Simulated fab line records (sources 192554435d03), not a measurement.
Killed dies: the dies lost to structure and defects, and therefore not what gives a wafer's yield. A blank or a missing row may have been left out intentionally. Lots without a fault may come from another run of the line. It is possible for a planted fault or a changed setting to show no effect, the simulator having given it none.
fab line records	flow n5-finfet
record lots=5	wafers=15	last-day=16
route steps=1938 shown BEOL_M12@1605 PASSIVATION@1936
lots with no fault: from the same line, run without faults
start-h: start of the lot's first displayed wafer, in hours after the record's first day	wait-h: hours elapsed since this lot's preceding step	" the same as in the row above	L1.1+2: a single row standing in for several wafers	- either no value or no given start	* or withheld: withheld	< > ~ a bound
route shown NAME@n: names a module that has steps shown in the file, with the first one's number in the route	usual: mean and standard deviation over wafers with no fault	same: alike in all rows	chamber/n: place in a boat	sites: per-site readings	_std_site: their standard deviation	_edge_site: the outer-site mean with the inner-site mean subtracted	radius-mm: how far each site lies from the wafer's centre	mask NAME#n: copy n	behind: the tool/chamber that last shaped the wafer	hold: why the lot was held/for how many hours/how that ended	device: whichever transistor did not switch (one of n, p or np)	end of line: the same wafers' tests at the end of the route	for a step that has no rows: nothing shown but its recipe	killed: at the first sort, the dies lost to defects and structure; wafer yield is something else	map: dies across one wafer; x = killed, . = not, _ = none there
set.NAME: the setting the step ran with; set.NAME@STEP: the setting that earlier step ran with	model.NAME: the simulator's own value behind a step, which no gauge read
lots at some steps of the route; a table a step, a row a wafer
services: when a tool's chamber went out of use (start-h, in hours from the record's first day, below 0 if earlier), for how many hours, and the reason
## steps
# step N5_BEOL_M12_COAT_04
# recipe spin-rpm=1625	resist-thk-nm=400
# step N5_BEOL_M12_EBR_06
# recipe solvent=PGMEA	ebr-width-mm=1.5
# step N5_BEOL_M12_SOFTBAKE_05
# recipe temp-c=130	time-s=60
# step N5_BEOL_M12_EXPOSE_07
# recipe mask-id=V11	na=0.93	source-shape=conventional	sigma-outer=0.6	polarization=unpolarized	attpsm-phase-deg=180	dose-mj=32.5
# step N5_BEOL_M12_PEB_08
# recipe peb-temp-c=130	peb-time-s=90
# step N5_BEOL_M12_DEVELOP_09
# recipe develop-time-s=45	rinse-liquid=diw	dry=air-spin	dev-temp-c=21
# step N5_BEOL_M12_HARDBAKE_14
# recipe temp-c=130	time-s=120
# step N5_BEOL_M12_CD_MEAS_10
# recipe target-cd-nm=140	landing-energy-ev=500	detector=se-inlens	polarity=opening
# usual cd-nm=140.1/1.9
lot.wafer	tool	chamber	start-h	wait-h	cd-nm
L881.2	cd-sem-03	0	240.43	-	139.9
L881.5	"	0	"	"	140.0
L881.6	"	0	"	"	138.8
L883.1	cd-sem-01	0	263.63	-	136.7
L883.3	"	0	"	"	137.7
L883.4	"	0	"	"	143.8
L884.2	cd-sem-01	0	271.83	-	141.5
L884.3	"	0	"	"	140.4
L884.4	"	0	"	"	139.5
L892.2	cd-sem-02	0	321.37	-	141.9
L892.5	"	0	"	"	144.3
L892.6	"	0	"	"	140.8
L896.2	cd-sem-03	0	326.32	-	141.1
L896.3	"	0	"	"	142.5
L896.5	"	0	"	"	141.0
# step N5_BEOL_M12_OVL_MEAS_11
# recipe points-per-wafer=44
# usual V11_OVL=-2/5.6
lot.wafer	tool	chamber	start-h	wait-h	V11_OVL[nm]
L881.2	overlay-01	0	240.46	0.0	-7
L881.5	"	0	"	"	2
L881.6	"	0	"	"	-13
L883.1	overlay-01	0	263.66	0.0	-7
L883.3	"	0	"	"	1
L883.4	"	0	"	"	0
L884.2	overlay-02	0	271.86	0.0	-6
L884.3	"	0	"	"	-7
L884.4	"	0	"	"	-4
L892.2	overlay-01	0	321.40	0.0	-3
L892.5	"	0	"	"	-3
L892.6	"	0	"	"	-4
L896.2	overlay-02	0	326.35	0.0	2
L896.3	"	0	"	"	3
L896.5	"	0	"	"	2
# step N5_BEOL_M12_INSPECT_12
# recipe mode=adi	inspect-instrument=macro
# usual raw-defect-count=1.9/1.3
lot.wafer	tool	chamber	start-h	wait-h	raw-defect-count
L881.2	defect-inspect-01	-	240.49	0.0	3
L881.5	"	-	"	"	1
L881.6	"	-	"	"	1
L883.1	defect-inspect-01	-	263.68	0.0	0
L883.3	"	-	"	"	3
L883.4	"	-	"	"	1
L884.2	defect-inspect-02	-	271.89	0.0	0
L884.3	"	-	"	"	1
L884.4	"	-	"	"	2
L892.2	defect-inspect-01	-	321.42	0.0	2
L892.5	"	-	"	"	1
L892.6	"	-	"	"	2
L896.2	defect-inspect-02	-	326.37	0.0	1
L896.3	"	-	"	"	1
L896.5	"	-	"	"	3
# step N5_BEOL_M12_DESCUM_15
# recipe chemistry=O2	time-s=7.9	source-power-w=50	bias-power-w=20	pressure-mtorr=20	rf-frequency-hz=2.712e+07	temp-c=40	o2-flow-sccm=225
# usual chamber-pressure-mTorr=20.001/0.019	drypump-motor-current-A=5.8/0.5	oes-product-au=0.76/0.081	rf-vpp-V=243.0/1.4	showerhead-plenum-p-Torr=2.07/0.066	throttle-valve-pct=20.57/0.18
lot.wafer	tool	chamber	start-h	wait-h	chamber-pressure-mTorr	drypump-motor-current-A	oes-product-au	rf-hours-counter-h	rf-vpp-V	showerhead-plenum-p-Torr	throttle-valve-pct
L881.2	rie-diel-05	1	240.70	0.2	19.971	6.1	0.72	222	241.6	1.96	20.65
L881.5	"	0	"	"	19.997	5.7	0.72	-	243.0	2.08	20.85
L881.6	"	1	"	"	19.980	6.1	0.72	-	240.3	1.96	20.65
L883.1	rie-diel-05	2	263.78	0.1	20.010	6.5	0.76	161	243.3	2.09	20.38
L883.3	"	3	"	"	20.002	5.4	0.74	199	244.8	2.08	20.56
L883.4	"	2	"	"	20.017	6.5	0.77	-	243.3	2.09	20.37
L884.2	rie-diel-05	2	272.06	0.2	19.988	6.5	0.77	164	243.3	2.09	20.39
L884.3	"	0	"	"	20.017	5.7	0.71	217	244.4	2.07	20.87
L884.4	"	3	"	"	20.001	5.4	0.73	202	243.4	2.08	20.56
L892.2	rie-diel-06	3	321.46	0.0	19.994	5.1	0.83	61	244.1	2.04	20.38
L892.5	"	1	"	"	19.997	5.6	0.69	-	240.2	1.91	20.83
L892.6	"	2	"	"	20.013	5.6	0.83	-	245.2	2.13	20.33
L896.2	rie-diel-06	0	326.41	0.0	20.060	6.4	0.90	36	243.1	2.04	20.21
L896.3	"	2	"	"	19.979	5.6	0.83	71	242.7	2.12	20.30
L896.5	"	1	"	"	19.960	5.6	0.69	-	239.2	1.91	20.84
# step N5_BEOL_M12_ETCH_59
# recipe chemistry=N2/H2	target=BARC	target-depth-a=890	overetch-a=267	time-s=67.9	ion-energy-ev=200	pressure-mtorr=30	source-w=840	bias-w=150	n2-flow-sccm=200	h2-flow-sccm=200
# usual bias-w=150.0/0.5	chamber-pressure-mTorr=29.999/0.03	drypump-motor-current-A=5.8/0.51	oes-product-au=0.65/0.065	rf-vpp-V=523.4/2.5	showerhead-plenum-p-Torr=2.52/0.085	throttle-valve-pct=18.01/0.22
lot.wafer	tool	chamber	start-h	wait-h	bias-w	chamber-pressure-mTorr	drypump-motor-current-A	oes-product-au	rf-hours-counter-h	rf-vpp-V	showerhead-plenum-p-Torr	throttle-valve-pct
L881.2	rie-diel-05	1	240.74	0.0	149.8	29.969	6.2	0.61	222	519.5	2.40	18.15
L881.5	"	0	"	"	149.6	30.029	5.7	0.63	-	521.6	2.52	18.35
L881.6	"	1	"	"	149.5	30.025	6.1	0.61	-	518.9	2.40	18.16
L883.1	rie-diel-05	2	263.82	0.0	150.1	30.013	6.5	0.66	161	522.5	2.54	17.87
L883.3	"	3	"	"	150.1	29.997	5.4	0.63	199	522.0	2.50	17.76
L883.4	"	2	"	"	150.2	29.963	6.5	0.66	-	524.5	2.54	17.87
L884.2	rie-diel-05	2	272.10	0.0	150.2	30.021	6.5	0.65	164	524.3	2.54	17.87
L884.3	"	0	"	"	149.6	29.981	5.7	0.61	217	523.2	2.52	18.38
L884.4	"	3	"	"	150.4	30.036	5.4	0.62	202	522.0	2.50	17.77
L892.2	rie-diel-06	3	321.49	0.0	150.3	30.045	5.1	0.70	61	522.7	2.47	17.81
L892.5	"	1	"	"	149.9	30.008	5.6	0.60	-	516.0	2.29	18.03
L892.6	"	2	"	"	150.2	30.008	5.6	0.71	-	524.1	2.55	17.57
L896.2	rie-diel-06	0	326.44	0.0	150.7	30.040	6.5	0.76	36	520.8	2.50	17.87
L896.3	"	2	"	"	150.5	30.016	5.6	0.71	71	524.9	2.55	17.56
L896.5	"	1	"	"	149.9	30.002	5.6	0.60	-	518.3	2.29	18.03
# step N5_BEOL_M12_VIA_ETCH_16
# recipe chemistry=C4F8/O2/Ar	target=SiOC	pressure-mtorr=30	source-w=3000	bias-w=700	Ar_flow_sccm=400	C4F8_flow_sccm=15	O2_flow_sccm=8	he-inner-torr=15	he-outer-torr=30	target-depth-a=7248	time-s=withheld	ion-energy-ev=250	ends=cleared
# usual bias-w=700.2/2.1	chamber-pressure-mTorr=29.996/0.026	drypump-motor-current-A=5.8/0.5	oes-product-au=0.69/0.073	rf-vpp-V=665/3.2	showerhead-plenum-p-Torr=3.38/0.1	throttle-valve-pct=24.29/0.19
lot.wafer	tool	chamber	start-h	wait-h	bias-w	chamber-pressure-mTorr	drypump-motor-current-A	oes-product-au	rf-vpp-V	showerhead-plenum-p-Torr	throttle-valve-pct
L881.2	rie-diel-05	1	240.79	0.0	702.8	29.960	6.1	0.64	662	3.21	24.34
L881.5	"	0	"	"	697.1	30.003	5.7	0.64	666	3.36	24.46
L881.6	"	1	"	"	699.8	30.036	6.1	0.64	660	3.21	24.35
L883.1	rie-diel-05	2	263.87	0.0	700.5	29.963	6.5	0.68	666	3.39	24.01
L883.3	"	3	"	"	700.1	29.984	5.4	0.65	664	3.40	24.27
L883.4	"	2	"	"	701.7	30.016	6.5	0.69	666	3.39	24.02
L884.2	rie-diel-05	2	272.15	0.0	704.1	29.954	6.5	0.68	666	3.38	24.03
L884.3	"	0	"	"	696.7	29.959	5.7	0.64	665	3.36	24.47
L884.4	"	3	"	"	702.4	29.999	5.4	0.65	665	3.39	24.27
L892.2	rie-diel-06	3	321.54	0.0	699.8	30.042	5.1	0.75	663	3.33	24.11
L892.5	"	1	"	"	703.0	30.017	5.6	0.62	656	3.12	24.47
L892.6	"	2	"	"	700.1	29.983	5.6	0.75	667	3.42	23.88
L896.2	rie-diel-06	0	326.49	0.0	700.9	29.996	6.5	0.82	663	3.36	24.11
L896.3	"	2	"	"	698.4	30.005	5.6	0.75	667	3.42	23.89
L896.5	"	1	"	"	700.8	30.002	5.6	0.62	655	3.12	24.46
# step N5_BEOL_M12_STRIP_63
# recipe chemistry=N2/H2	power-w=1000	temp-c=250	h2-frac=0.65	overash-fraction=0.3	pressure-mtorr=1000	n2-flow-sccm=1750	h2-flow-sccm=3250
# usual chamber-pressure-mTorr=1000.0/0.97	drypump-motor-current-A=5.6/0.59	heater-power-w=342/55	oes-product-au=0.692/0.0048	strip-time-to-endpoint-s=42.2/0.98
lot.wafer	tool	chamber	start-h	wait-h	chamber-pressure-mTorr	drypump-motor-current-A	heater-power-w	oes-product-au	rf-hours-counter-h	strip-time-to-endpoint-s
L881.2	plasma-asher-01	0	240.99	-	999.4	5.1	346	0.694	115	41.4
L881.5	"	0	"	"	1000.4	5.1	339	0.695	-	43.6
L881.6	"	1	"	"	1000.6	6.5	278	0.684	-	40.8
L883.1	plasma-asher-01	1	264.07	-	1000.7	6.5	268	0.689	119	42.8
L883.3	"	0	"	"	999.5	5.1	347	0.700	-	42.0
L883.4	"	1	"	"	1001.0	6.5	266	0.694	-	41.4
L884.2	plasma-asher-01	1	272.35	-	1000.3	6.5	274	0.688	121	42.4
L884.3	"	0	"	"	1001.2	5.1	337	0.694	-	43.4
L884.4	"	1	"	"	999.6	6.5	266	0.692	-	41.4
L892.2	plasma-asher-01	0	321.74	-	999.0	5.1	332	0.696	131	42.1
L892.5	"	1	"	"	999.5	6.5	273	0.692	-	41.8
L892.6	"	0	"	"	998.9	5.1	347	0.684	-	41.4
L896.2	plasma-asher-01	0	326.69	-	1000.5	5.1	338	0.694	132	43.5
L896.3	"	0	"	"	999.0	5.1	345	0.690	-	42.2
L896.5	"	0	"	"	1001.9	5.0	337	0.700	-	43.1
# step N5_BEOL_M12_STRIP_64
# recipe chemistry=N2/H2	power-w=1000	temp-c=250	h2-frac=0.65	overash-fraction=0.3	pressure-mtorr=withheld	n2-flow-sccm=1750	h2-flow-sccm=3250
# usual drypump-motor-current-A=5.6/0.6	heater-power-w=341/54	oes-product-au=0.715/0.0046	strip-time-to-endpoint-s=31.31/0.095
lot.wafer	tool	chamber	start-h	wait-h	drypump-motor-current-A	heater-power-w	oes-product-au	rf-hours-counter-h	strip-time-to-endpoint-s
L881.2	plasma-asher-01	0	241.05	0.0	5.1	332	0.718	115	31.26
L881.5	"	0	"	"	5.1	345	0.719	-	31.29
L881.6	"	1	"	"	6.5	271	0.719	-	31.31
L883.1	plasma-asher-01	1	264.13	0.0	6.5	269	0.715	119	31.40
L883.3	"	0	"	"	5.1	340	0.715	-	31.39
L883.4	"	1	"	"	6.5	266	0.716	-	31.34
L884.2	plasma-asher-01	1	272.41	0.0	6.5	270	0.722	121	31.38
L884.3	"	0	"	"	5.1	343	0.718	-	31.46
L884.4	"	1	"	"	6.5	275	0.716	-	31.38
L892.2	plasma-asher-01	0	321.80	0.0	5.1	351	0.716	131	31.32
L892.5	"	1	"	"	6.5	278	0.717	-	31.31
L892.6	"	0	"	"	5.1	341	0.714	-	31.32
L896.2	plasma-asher-01	0	326.75	0.0	5.1	330	0.709	132	31.36
L896.3	"	0	"	"	5.1	340	0.719	-	31.43
L896.5	"	0	"	"	5.1	333	0.712	-	31.40
# step N5_BEOL_M12_STRIP_71
# recipe chemistry=post-etch-residue-remover	time-s=60	temp-c=25	remover-ph=withheld	remover-water-wt-pct=withheld	remover-fluoride-wt-pct=withheld
# step N5_BEOL_M12_SRD_72
# recipe time-s=30	temp-c=23	rinse-liquid=diw	dry=n2-spin	spin-rpm=1500	dry-time-s=30
# step N5_BEOL_M12_CD_MEAS_17
# recipe target-cd-nm=140	polarity=opening
# usual cd-nm=140.5/2
lot.wafer	tool	chamber	start-h	wait-h	cd-nm
L881.2	cd-sem-02	-	241.20	0.0	141.0
L881.5	"	-	"	"	140.1
L881.6	"	-	"	"	139.9
L883.1	cd-sem-01	-	264.28	0.0	137.3
L883.3	"	-	"	"	137.2
L883.4	"	-	"	"	143.2
L884.2	cd-sem-02	-	272.56	0.0	142.8
L884.3	"	-	"	"	140.0
L884.4	"	-	"	"	138.3
L892.2	cd-sem-03	-	321.95	0.0	142.6
L892.5	"	-	"	"	144.7
L892.6	"	-	"	"	142.4
L896.2	cd-sem-03	-	326.90	0.0	142.2
L896.3	"	-	"	"	144.5
L896.5	"	-	"	"	139.6
# step N5_BEOL_M12_COAT_65
# recipe resist=SOC	temp-c=250	time-s=60	spin-rpm=1500	resist-thk-nm=300
# step N5_BEOL_M12_COAT_66
# recipe resist=SiARC	temp-c=220	time-s=60	spin-rpm=1500	resist-thk-nm=110
# step N5_BEOL_M12_COAT_22
# recipe spin-rpm=2888	resist-thk-nm=300
# step N5_BEOL_M12_EBR_24
# recipe solvent=PGMEA	ebr-width-mm=1.5
# step N5_BEOL_M12_SOFTBAKE_23
# recipe temp-c=130	time-s=60
# step N5_BEOL_M12_EXPOSE_25
# recipe mask-id=M12	na=0.93	source-shape=conventional	sigma-outer=0.4	polarization=unpolarized	dose-mj=21.8
# step N5_BEOL_M12_PEB_26
# recipe peb-temp-c=130	peb-time-s=90
# step N5_BEOL_M12_DEVELOP_27
# recipe develop-time-s=45	rinse-liquid=diw	dry=air-spin	dev-temp-c=21
# step N5_BEOL_M12_HARDBAKE_32
# recipe temp-c=130	time-s=120
# step N5_BEOL_M12_CD_MEAS_28
# recipe target-cd-nm=160.2	landing-energy-ev=500	detector=se-inlens	polarity=opening
# usual cd-nm=160.2/1.8
lot.wafer	tool	chamber	start-h	wait-h	cd-nm
L881.2	cd-sem-01	0	241.52	-	160.3
L881.5	"	0	"	"	162.6
L881.6	"	0	"	"	158.8
L883.1	cd-sem-02	0	264.73	-	159.2
L883.3	"	0	"	"	162.8
L883.4	"	0	"	"	162.8
L884.2	cd-sem-03	0	272.88	-	162.8
L884.3	"	0	"	"	160.3
L884.4	"	0	"	"	158.3
L892.2	cd-sem-01	0	322.41	-	160.5
L892.5	"	0	"	"	160.4
L892.6	"	0	"	"	157.4
L896.2	cd-sem-03	0	327.23	-	160.3
L896.3	"	0	"	"	161.7
L896.5	"	0	"	"	158.0
# step N5_BEOL_M12_OVL_MEAS_29
# recipe points-per-wafer=44
# usual M12_OVL=-2/4.7
lot.wafer	tool	chamber	start-h	wait-h	M12_OVL[nm]
L881.2	overlay-01	0	241.55	0.0	4
L881.5	"	0	"	"	-1
L881.6	"	0	"	"	-4
L883.1	overlay-01	0	264.76	0.0	-3
L883.3	"	0	"	"	4
L883.4	"	0	"	"	-9
L884.2	overlay-02	0	272.91	0.0	-4
L884.3	"	0	"	"	-5
L884.4	"	0	"	"	-3
L892.2	overlay-01	0	322.44	0.0	3
L892.5	"	0	"	"	1
L892.6	"	0	"	"	0
L896.2	overlay-01	0	327.26	0.0	9
L896.3	"	0	"	"	0
L896.5	"	0	"	"	-6
# step N5_BEOL_M12_INSPECT_30
# recipe mode=adi	inspect-instrument=macro
# usual raw-defect-count=2.1/1.5
lot.wafer	tool	chamber	start-h	wait-h	raw-defect-count
L881.2	defect-inspect-01	-	241.58	0.0	1
L881.5	"	-	"	"	1
L881.6	"	-	"	"	3
L883.1	defect-inspect-01	-	264.78	0.0	2
L883.3	"	-	"	"	2
L883.4	"	-	"	"	2
L884.2	defect-inspect-02	-	272.94	0.0	1
L884.3	"	-	"	"	2
L884.4	"	-	"	"	>300
L892.2	defect-inspect-02	-	322.46	0.0	5
L892.5	"	-	"	"	1
L892.6	"	-	"	"	2
L896.2	defect-inspect-01	-	327.28	0.0	3
L896.3	"	-	"	"	1
L896.5	"	-	"	"	3
# step N5_BEOL_M12_DESCUM_33
# recipe chemistry=O2	time-s=7.9	source-power-w=50	bias-power-w=20	pressure-mtorr=20	rf-frequency-hz=2.712e+07	temp-c=40	o2-flow-sccm=225
# usual chamber-pressure-mTorr=20.000/0.018	drypump-motor-current-A=5.7/0.5	oes-product-au=0.77/0.082	rf-vpp-V=242.6/1.3	showerhead-plenum-p-Torr=2.06/0.072	throttle-valve-pct=20.55/0.21
lot.wafer	tool	chamber	start-h	wait-h	chamber-pressure-mTorr	drypump-motor-current-A	oes-product-au	rf-hours-counter-h	rf-vpp-V	showerhead-plenum-p-Torr	throttle-valve-pct
L881.2	rie-diel-05	3	241.61	0.0	19.999	5.4	0.74	189	242.9	2.08	20.55
L881.5	"	3	"	"	19.985	5.4	0.74	-	241.9	2.08	20.53
L881.6	"	2	"	"	19.995	6.5	0.78	-	243.8	2.09	20.37
L883.1	rie-diel-06	2	264.82	0.0	20.001	5.6	0.87	48	243.9	2.13	20.27
L883.3	"	3	"	"	19.996	5.1	0.86	42	242.2	2.05	20.36
L883.4	"	0	"	"	20.000	6.4	0.94	15	242.8	2.05	20.19
L884.2	rie-diel-05	3	272.97	0.0	19.979	5.4	0.73	202	242.2	2.08	20.57
L884.3	"	2	"	"	20.021	6.5	0.75	164	242.4	2.09	20.39
L884.4	"	1	"	"	19.976	6.1	0.72	228	241.7	1.96	20.66
L892.2	rie-diel-06	0	322.56	0.1	20.008	6.4	0.90	34	242.7	2.04	20.22
L892.5	"	0	"	"	20.005	6.4	0.89	-	241.9	2.04	20.21
L892.6	"	1	"	"	20.011	5.6	0.69	-	240.2	1.91	20.84
L896.2	rie-diel-05	3	327.31	0.0	19.999	5.4	0.71	222	242.4	2.07	20.59
L896.3	"	1	"	"	19.989	6.1	0.70	250	241.3	1.95	20.71
L896.5	"	1	"	"	20.014	6.1	0.70	-	241.9	1.95	20.70
# step N5_PASSIVATION_PROBE_49
# usual defect-limited-yield=91.6/1.2	killed_at_M0_to_M3=33/9.4	killed_at_M4_up=13/5.2	killed-at-contacts=13/5.6	killed-at-front-end=37/9.5	killed-at-other=4/3.1	killed-dies=99/15	killed-open=65/11	killed-short=32/7.5	sort_bin_5_function=4.9/0.77	sort_bin_6_memory=3.1/0.65	sort-n-pass=1081/15	sort-yield-pct=91.6/1.2
# same gross-dies=1180	killed-at-back-side=0	sort_bin_4_leakage[%]=0	sort_bin_8_speed[%]=0
lot.wafer	tool	chamber	start-h	wait-h	defect-limited-yield[%]	killed_at_M0_to_M3	killed_at_M4_up	killed-at-contacts	killed-at-front-end	killed-at-other	killed-dies	killed-open	killed-short	sort_bin_5_function[%]	sort_bin_6_memory[%]	sort-n-pass	sort-yield-pct[%]
L884.4	prober-02	-	322.43	0.2	82.5	28	135	12	30	2	207	66	32	11.9	3.2	973	82.5
# killed by level:class
L884.4 BEOL_M12:unspecified=109 BEOL_M4:geometric-particle:open=13 MOL_CONTACT_COAG:geometric-particle:open=9 BEOL_M2:geometric-particle:open=6 FIN_SAQP:geometric-particle:open=5 ILD0:geometric-particle:open=5 BEOL_M4:geometric-particle:short=5 STI_FIN_REVEAL:geometric-particle:open=4
# map L884.4 (x killed, . not)
_________________...........x________________
______________....x............._____________
___________..xx.....x......x.......__________
__________........x................._________
________...................x.....x...._______
_______..........x......x...x..x.......______
______...............x.x....x....x.x...._____
_____......x.......x...x...........xx.x..____
____..x..x.....x.................x.x......___
___......x..........x..x..x..x..xx.........__
___....x..x.x........x...x.xxx.xx.xxx.x...x__
__.........................x.xxxxxxxxxx....._
__.........................xxxxxxxxxxxx....._
_...........x.............xxxxxxxxxxxx.......
_..x.............x........xxxxxxxxxxxxxx....x
_.....x.....x.............xxxxxxxxxxxx.xx....
_x................x......x..xxxxxxxxx.xxxxx..
_...x..x.....x............x.x.xxxxxxxx.......
_.......xx.x..........x.......xx.xxxxx.......
_....x.......x..............x.x.x.xxx.x......
_........x............x.......x..............
__.x.x..x.x..................x......x....x.._
__.......x..x.........x....x...x............_
___..x..x.x...xx...............x...........__
___.......x..............x....x............__
____......................................___
_____...x................................____
______.................................._____
_______..............................x.______
________...........................xx._______
__________x.x................x...xx._________
___________.............x..........__________
______________....x.x..x........_____________
_________________............________________
# map L883.3 (x killed, . not)
_________________.......xx...________________
______________.................._____________
___________.x...x.x............x..x__________
__________..x.......x......x...x...._________
________...........x.....x......x....._______
_______x.xx.xx...x....x................______
______..x............................x.._____
_____.........x........x............x....____
____.............xxx..x...................___
___........................................__
___....xxx......x.x.....xx...........x.....__
__........x.....x.......x....x.x............_
__......x........x....x....x................_
_....................x......xx..........x....
_x...........x........x.........x............
_......x...........x.........................
_.......xx.....x........................x....
_..xx...............x........x...............
_......x............x..............x.x.....xx
_xx......xx..............x.......x......x....
_.........x.....x...x..............x.........
__..........xx........x...........x........._
__.........x...........x.............x......_
___........................................__
___...x....................................__
____.x...x.x.....x...x......x.x......x....___
_____..xx.......................x........____
______...............x......x..........._____
_______.xx.....x.............x.......x.______
________.x..............x....x........_______
__________........................x._________
___________........................__________
______________...x.x...x...x.x.._____________
_________________............________________
## services
tool	chamber	start-h	hours	kind
rie-diel-05	-	219.24	0.6	repair
rie-diel-06	-	226.50	4.3	pm
rie-diel-06	2	244.62	10.0	repair
rie-diel-05	1	249.20	16.5	repair
## key
first-sign step=N5_BEOL_M12_INSPECT_30	reading=raw-defect-count	direction=up	sigmas=99+	usual=2.1	struck=>300
effect step=N5_PASSIVATION_PROBE_49	reading=killed_at_M4_up	direction=up	sigmas=24	usual=13	struck=135
more-kills-born-at N5_BEOL_M12_VIA_ETCH_16@rie-diel-05=109
met-at N5_BEOL_M12_VIA_ETCH_16
struck-wafers L884.4
onset-between 263.87 272.15
fault kind=chamber-particle-source	tool=rie-diel-05	chamber=3	onset-h=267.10	steps=N5_BEOL_M12_VIA_ETCH_16	rate-per-visit-cm2=0.78073	end-h=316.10
